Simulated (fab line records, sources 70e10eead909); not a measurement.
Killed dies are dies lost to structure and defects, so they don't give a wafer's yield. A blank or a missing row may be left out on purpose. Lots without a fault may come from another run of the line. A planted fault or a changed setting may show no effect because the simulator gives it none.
Which tool did it? | flow nand_harc | 24 lots, 72 wafers sampled, at 6 steps of a route of 1302

WHAT THE GAUGES READ, wafer by wafer
The record holds no reading of a measuring or inspecting step that can be judged against a usual standard deviation.

WHICH TOOL RAN EACH LOT (tool, then ch and the chambers of the sampled wafers, then the start)
lot  | NHARC_A_M0_ETCH_34                 | NHARC_A_M0_DEGAS_28          | NHARC_A_M0_PRE_CLEAN_29                 | NHARC_A_M0_PVD_21                       | NHARC_A_M1_ANNEAL_31             | NHARC_A_BONDPAD_PRE_CLEAN_26
L074 | rie_diel-05 ch 0,1,3, day 23 13:59 | pvd_sputter-02, day 23 14:50 | pvd_sputter-02, day 23 19:44 or earlier | pvd_sputter-02, day 23 19:44 or earlier | rtp_anneal-02 ch 0, day 23 19:44 | pvd_sputter-03, no start
L077 | rie_diel-05 ch 0,1,3, day 23 15:25 | pvd_sputter-02, day 23 16:17 | pvd_sputter-02, day 23 21:15 or earlier | pvd_sputter-02, day 23 21:15 or earlier | rtp_anneal-02 ch 0, day 23 21:15 | pvd_sputter-02, no start
L075 | rie_diel-06 ch 0,2,3, day 23 17:27 | pvd_sputter-01, day 23 18:17 | pvd_sputter-01, day 23 23:16 or earlier | pvd_sputter-01, day 23 23:16 or earlier | rtp_anneal-01 ch 0, day 23 23:16 | pvd_sputter-02, no start
L076 | rie_diel-06 ch 0,3, day 23 20:56   | pvd_sputter-03, day 23 21:47 | pvd_sputter-03, day 24 02:35 or earlier | pvd_sputter-03, day 24 02:35 or earlier | rtp_anneal-02 ch 0, day 24 02:35 | pvd_sputter-03, no start
L078 | rie_diel-03 ch 0,1,2, day 24 17:10 | pvd_sputter-01, day 24 18:04 | pvd_sputter-01, day 24 23:32 or earlier | pvd_sputter-01, day 24 23:32 or earlier | rtp_anneal-01 ch 0, day 24 23:32 | pvd_sputter-03, no start
L079 | rie_diel-05 ch 0,1, day 24 19:31   | pvd_sputter-03, day 24 20:23 | pvd_sputter-03, day 25 01:14 or earlier | pvd_sputter-03, day 25 01:14 or earlier | rtp_anneal-01 ch 0, day 25 01:14 | pvd_sputter-02, no start
L080 | rie_diel-03 ch 0,1,2, day 25 04:36 | pvd_sputter-03, day 25 05:26 | pvd_sputter-03, day 25 10:11 or earlier | pvd_sputter-03, day 25 10:11 or earlier | rtp_anneal-02 ch 0, day 25 10:11 | pvd_sputter-03, no start
L081 | rie_diel-05 ch 0,1,2, day 25 22:13 | pvd_sputter-02, day 25 23:03 | pvd_sputter-02, day 26 05:38 or earlier | pvd_sputter-02, day 26 05:38 or earlier | rtp_anneal-01 ch 0, day 26 05:38 | pvd_sputter-01, no start
L082 | rie_diel-06 ch 1,2,3, day 26 06:02 | pvd_sputter-01, day 26 06:52 | pvd_sputter-01, day 26 11:43 or earlier | pvd_sputter-01, day 26 11:43 or earlier | rtp_anneal-01 ch 0, day 26 11:43 | pvd_sputter-02, no start
L083 | rie_diel-06 ch 1,2,3, day 26 10:41 | pvd_sputter-02, day 26 11:31 | pvd_sputter-02, day 26 16:32 or earlier | pvd_sputter-02, day 26 16:32 or earlier | rtp_anneal-01 ch 0, day 26 16:32 | pvd_sputter-03, no start
L084 | rie_diel-05 ch 2,3, day 26 13:58   | pvd_sputter-01, day 26 14:47 | pvd_sputter-01, day 26 19:45 or earlier | pvd_sputter-01, day 26 19:45 or earlier | rtp_anneal-01 ch 0, day 26 19:45 | pvd_sputter-01, no start
L086 | rie_diel-05 ch 0,1,3, day 26 17:51 | pvd_sputter-01, day 26 18:40 | pvd_sputter-01, day 26 23:37 or earlier | pvd_sputter-01, day 26 23:37 or earlier | rtp_anneal-01 ch 0, day 26 23:37 | pvd_sputter-03, no start
L085 | rie_diel-06 ch 1,3, day 27 04:07   | pvd_sputter-01, day 27 04:58 | pvd_sputter-01, day 27 09:56 or earlier | pvd_sputter-01, day 27 09:56 or earlier | rtp_anneal-01 ch 0, day 27 09:56 | pvd_sputter-02, no start
L087 | rie_diel-06 ch 2,3, day 28 07:26   | pvd_sputter-01, day 28 08:18 | pvd_sputter-01, day 28 13:11 or earlier | pvd_sputter-01, day 28 13:11 or earlier | rtp_anneal-02 ch 0, day 28 13:11 | pvd_sputter-01, no start
L088 | rie_diel-05 ch 0,1,2, day 28 11:35 | pvd_sputter-01, day 28 12:29 | pvd_sputter-01, day 28 17:27 or earlier | pvd_sputter-01, day 28 17:27 or earlier | rtp_anneal-01 ch 0, day 28 17:27 | pvd_sputter-03, no start
L089 | rie_diel-06 ch 1,2, day 28 12:59   | pvd_sputter-02, day 28 13:54 | pvd_sputter-02, day 28 18:50 or earlier | pvd_sputter-02, day 28 18:50 or earlier | rtp_anneal-02 ch 0, day 28 18:50 | pvd_sputter-03, no start
L090 | rie_diel-03 ch 2,3, day 29 18:29   | pvd_sputter-02, day 29 19:18 | pvd_sputter-02, day 30 00:20 or earlier | pvd_sputter-02, day 30 00:20 or earlier | rtp_anneal-01 ch 0, day 30 00:20 | pvd_sputter-02, no start
L093 | rie_diel-06 ch 2,3, day 30 07:13   | pvd_sputter-01, day 30 08:02 | pvd_sputter-01, day 30 13:19 or earlier | pvd_sputter-01, day 30 13:19 or earlier | rtp_anneal-02 ch 0, day 30 13:19 | pvd_sputter-02, no start
L092 | rie_diel-03 ch 0,3, day 30 08:08   | pvd_sputter-01, day 30 08:59 | pvd_sputter-01, day 30 14:04 or earlier | pvd_sputter-01, day 30 14:04 or earlier | rtp_anneal-02 ch 0, day 30 14:04 | pvd_sputter-02, no start
L091 | rie_diel-05 ch 0,1,2, day 30 11:00 | pvd_sputter-02, day 30 11:50 | pvd_sputter-02, day 30 16:47 or earlier | pvd_sputter-02, day 30 16:47 or earlier | rtp_anneal-02 ch 0, day 30 16:47 | pvd_sputter-01, no start
L094 | rie_diel-06 ch 0,2, day 30 14:44   | pvd_sputter-01, day 30 15:38 | pvd_sputter-01, day 30 20:31 or earlier | pvd_sputter-01, day 30 20:31 or earlier | rtp_anneal-01 ch 0, day 30 20:31 | pvd_sputter-02, no start
L095 | rie_diel-06 ch 1,3, day 31 16:21   | pvd_sputter-02, day 31 17:11 | pvd_sputter-02, day 31 22:07 or earlier | pvd_sputter-02, day 31 22:07 or earlier | rtp_anneal-02 ch 0, day 31 22:07 | pvd_sputter-01, no start
L096 | rie_diel-05 ch 0,2,3, day 32 00:04 | pvd_sputter-03, day 32 00:56 | pvd_sputter-03, day 32 05:47 or earlier | pvd_sputter-03, day 32 05:47 or earlier | rtp_anneal-01 ch 0, day 32 05:47 | pvd_sputter-03, no start
L097 | rie_diel-06 ch 0,1,2, day 32 01:17 | pvd_sputter-03, day 32 02:09 | pvd_sputter-03, day 32 07:13 or earlier | pvd_sputter-03, day 32 07:13 or earlier | rtp_anneal-01 ch 0, day 32 07:13 | pvd_sputter-02, no start
- NHARC_A_M0_ETCH_34: etches the open film in N2/H2, target depth 40 nm, overetch 12 nm, time 43.94 s.
- NHARC_A_M0_DEGAS_28: time 60 s.
- NHARC_A_M0_PRE_CLEAN_29: time 30 s.
- NHARC_A_M0_PVD_21: deposits Cu, target thk 30 nm, time 20.49 s.
- NHARC_A_M1_ANNEAL_31: time 90 s.
- NHARC_A_BONDPAD_PRE_CLEAN_26: time 30 s.

WHAT THE TOOLS THEMSELVES READ (means of the sampled wafers that have a number; where no wafer has one, the mark that the record gives instead)
NHARC_A_M0_ETCH_34.
lot  | tool        | drypump_motor_current_A (A) | n2_flow_sccm (sccm) | oes_product_au (a.u.) | rf_vpp_V (V) | showerhead_plenum_p_Torr (Torr) | throttle_valve_pct (%)
L074 | rie_diel-05 | 5.7                         | 150.1               | 0.998                 | 433.0        | 2.11                            | 14.167
L077 | rie_diel-05 | 5.6                         | 150.0               | 0.997                 | 432.2        | 2.11                            | 14.168
L075 | rie_diel-06 | 5.7                         | 150.2               | 0.997                 | 427.9        | 1.97                            | 14.162
L076 | rie_diel-06 | 5.3                         | 150.0               | 1.003                 | 429.9        | 2.03                            | 14.161
L078 | rie_diel-03 | 5.9                         | 150.0               | 1.004                 | 431.3        | 2.06                            | 14.167
L079 | rie_diel-05 | 5.7                         | 150.4               | 0.999                 | 432.1        | 2.10                            | 14.184
L080 | rie_diel-03 | 5.9                         | 150.2               | 1.008                 | 431.4        | 2.06                            | 14.170
L081 | rie_diel-05 | 5.7                         | 150.2               | 0.996                 | 432.6        | 2.12                            | 14.163
L082 | rie_diel-06 | 5.6                         | 149.8               | 1.003                 | 429.7        | 2.00                            | 14.174
L083 | rie_diel-06 | 5.6                         | 150.0               | 1.008                 | 430.0        | 2.00                            | 14.169
L084 | rie_diel-05 | 5.6                         | 150.2               | 1.000                 | 433.4        | 2.18                            | 14.174
L086 | rie_diel-05 | 5.7                         | 150.3               | 0.999                 | 432.2        | 2.11                            | 14.168
L085 | rie_diel-06 | 5.5                         | 150.3               | 1.001                 | 429.4        | 2.01                            | 14.173
L087 | rie_diel-06 | 6.0                         | 150.0               | 0.996                 | 427.5        | 1.93                            | 14.166
L088 | rie_diel-05 | 5.7                         | 150.0               | 1.002                 | 433.3        | 2.12                            | 14.176
L089 | rie_diel-06 | 5.6                         | 149.7               | 1.008                 | 429.4        | 1.99                            | 14.172
L090 | rie_diel-03 | 5.2                         | 150.2               | 1.000                 | 430.8        | 2.03                            | 14.168
L093 | rie_diel-06 | 6.0                         | 149.5               | 1.002                 | 427.0        | 1.92                            | 14.170
L092 | rie_diel-03 | 6.2                         | 150.4               | 0.998                 | 432.0        | 2.08                            | 14.174
L091 | rie_diel-05 | 5.7                         | 149.6               | 0.999                 | 431.5        | 2.12                            | 14.174
L094 | rie_diel-06 | 5.7                         | 149.9               | 1.000                 | 427.3        | 1.96                            | 14.178
L095 | rie_diel-06 | 5.5                         | 149.9               | 0.999                 | 429.0        | 2.01                            | 14.173
L096 | rie_diel-05 | 5.6                         | 149.3               | 0.997                 | 433.7        | 2.17                            | 14.169
L097 | rie_diel-06 | 5.3                         | 150.1               | 1.002                 | 430.7        | 2.04                            | 14.163

NHARC_A_M0_DEGAS_28.
lot  | tool           | heater_power_w (W)
L074 | pvd_sputter-02 | 298
L077 | pvd_sputter-02 | 314
L075 | pvd_sputter-01 | 324
L076 | pvd_sputter-03 | 369
L078 | pvd_sputter-01 | 349
L079 | pvd_sputter-03 | 340
L080 | pvd_sputter-03 | 354
L081 | pvd_sputter-02 | 295
L082 | pvd_sputter-01 | 342
L083 | pvd_sputter-02 | 316
L084 | pvd_sputter-01 | 339
L086 | pvd_sputter-01 | 323
L085 | pvd_sputter-01 | 337
L087 | pvd_sputter-01 | 347
L088 | pvd_sputter-01 | 335
L089 | pvd_sputter-02 | 321
L090 | pvd_sputter-02 | 339
L093 | pvd_sputter-01 | 307
L092 | pvd_sputter-01 | 344
L091 | pvd_sputter-02 | 279
L094 | pvd_sputter-01 | 344
L095 | pvd_sputter-02 | 327
L096 | pvd_sputter-03 | 336
L097 | pvd_sputter-03 | 350

NHARC_A_M0_PRE_CLEAN_29.
lot  | tool           | heater_power_w (W)
L074 | pvd_sputter-02 | 350
L077 | pvd_sputter-02 | 366
L075 | pvd_sputter-01 | 421
L076 | pvd_sputter-03 | 454
L078 | pvd_sputter-01 | 428
L079 | pvd_sputter-03 | 431
L080 | pvd_sputter-03 | 457
L081 | pvd_sputter-02 | 354
L082 | pvd_sputter-01 | 430
L083 | pvd_sputter-02 | 402
L084 | pvd_sputter-01 | 407
L086 | pvd_sputter-01 | 385
L085 | pvd_sputter-01 | 414
L087 | pvd_sputter-01 | 407
L088 | pvd_sputter-01 | 395
L089 | pvd_sputter-02 | 349
L090 | pvd_sputter-02 | 407
L093 | pvd_sputter-01 | 426
L092 | pvd_sputter-01 | 418
L091 | pvd_sputter-02 | 357
L094 | pvd_sputter-01 | 431
L095 | pvd_sputter-02 | 373
L096 | pvd_sputter-03 | 428
L097 | pvd_sputter-03 | 421

NHARC_A_M0_PVD_21.
lot  | tool           | chamber_pressure_pa (Pa) | throttle_valve_pct (%)
L074 | pvd_sputter-02 | 4.998                    | 30.1
L077 | pvd_sputter-02 | 4.994                    | 31.3
L075 | pvd_sputter-01 | 4.995                    | 29.8
L076 | pvd_sputter-03 | 4.991                    | 29.4
L078 | pvd_sputter-01 | 5.005                    | 29.5
L079 | pvd_sputter-03 | 4.999                    | 29.8
L080 | pvd_sputter-03 | 4.999                    | 30.3
L081 | pvd_sputter-02 | 5.015                    | 29.7
L082 | pvd_sputter-01 | 5.004                    | 30.4
L083 | pvd_sputter-02 | 4.996                    | 28.6
L084 | pvd_sputter-01 | 5.003                    | 30.9
L086 | pvd_sputter-01 | 4.992                    | 29.9
L085 | pvd_sputter-01 | 5.006                    | 30.4
L087 | pvd_sputter-01 | 5.002                    | 30.2
L088 | pvd_sputter-01 | 5.007                    | 31.0
L089 | pvd_sputter-02 | 5.000                    | 30.4
L090 | pvd_sputter-02 | 5.006                    | 30.1
L093 | pvd_sputter-01 | 4.997                    | 30.8
L092 | pvd_sputter-01 | 5.003                    | 30.0
L091 | pvd_sputter-02 | 4.997                    | 31.0
L094 | pvd_sputter-01 | 5.003                    | 30.9
L095 | pvd_sputter-02 | 4.989                    | 29.5
L096 | pvd_sputter-03 | 5.006                    | 30.5
L097 | pvd_sputter-03 | 4.987                    | 30.2

NHARC_A_M1_ANNEAL_31.
lot  | tool          | wafer_temp_C_max
L074 | rtp_anneal-02 | 225.39
L077 | rtp_anneal-02 | 225.51
L075 | rtp_anneal-01 | 225.52
L076 | rtp_anneal-02 | 225.66
L078 | rtp_anneal-01 | 225.46
L079 | rtp_anneal-01 | 225.59
L080 | rtp_anneal-02 | 225.47
L081 | rtp_anneal-01 | 225.61
L082 | rtp_anneal-01 | 225.66
L083 | rtp_anneal-01 | 225.46
L084 | rtp_anneal-01 | 225.62
L086 | rtp_anneal-01 | 225.68
L085 | rtp_anneal-01 | 225.81
L087 | rtp_anneal-02 | 225.55
L088 | rtp_anneal-01 | 225.81
L089 | rtp_anneal-02 | 225.74
L090 | rtp_anneal-01 | 225.56
L093 | rtp_anneal-02 | 225.66
L092 | rtp_anneal-02 | 225.49
L091 | rtp_anneal-02 | 225.51
L094 | rtp_anneal-01 | 225.67
L095 | rtp_anneal-02 | 225.73
L096 | rtp_anneal-01 | 225.41
L097 | rtp_anneal-01 | 225.40

NHARC_A_BONDPAD_PRE_CLEAN_26.
lot  | tool           | heater_power_w (W)
L074 | pvd_sputter-03 | 435
L077 | pvd_sputter-02 | 327
L075 | pvd_sputter-02 | 334
L076 | pvd_sputter-03 | 466
L078 | pvd_sputter-03 | 433
L079 | pvd_sputter-02 | 352
L080 | pvd_sputter-03 | 436
L081 | pvd_sputter-01 | 406
L082 | pvd_sputter-02 | 353
L083 | pvd_sputter-03 | 439
L084 | pvd_sputter-01 | 412
L086 | pvd_sputter-03 | 426
L085 | pvd_sputter-02 | 366
L087 | pvd_sputter-01 | 430
L088 | pvd_sputter-03 | 466
L089 | pvd_sputter-03 | 476
L090 | pvd_sputter-02 | 387
L093 | pvd_sputter-02 | 351
L092 | pvd_sputter-02 | 392
L091 | pvd_sputter-01 | 437
L094 | pvd_sputter-02 | 370
L095 | pvd_sputter-01 | 398
L096 | pvd_sputter-03 | 428
L097 | pvd_sputter-02 | 371

THE ANSWER, worked out from the rows above alone
Rule: what is usual is taken from the lots themselves. Put in order of their means at a reading, lots are off if they are a third of the lots or fewer, leave a main group of 4 or more, and stand apart from it by a gap of 3 or more times the standard deviation of the main group's means; of several such gaps the widest counts. A main group whose means are all the same, to the digits that the tables above print for the reading, isn't used. A lot without any number at a reading at which 4 lots or more have one is off too. The other lots that the step has rows for count as sound. The gauges are gone through in route order, then the tools' own readings, and for those a lot's mean is taken as printed above. The first step at which some lot is off is used, and at that step the reading that is off furthest; a lot without a number counts as furthest.
No lot is off at any reading shown: from this, nothing can be told.

WHAT THE SIMULATOR HAD PUT IN
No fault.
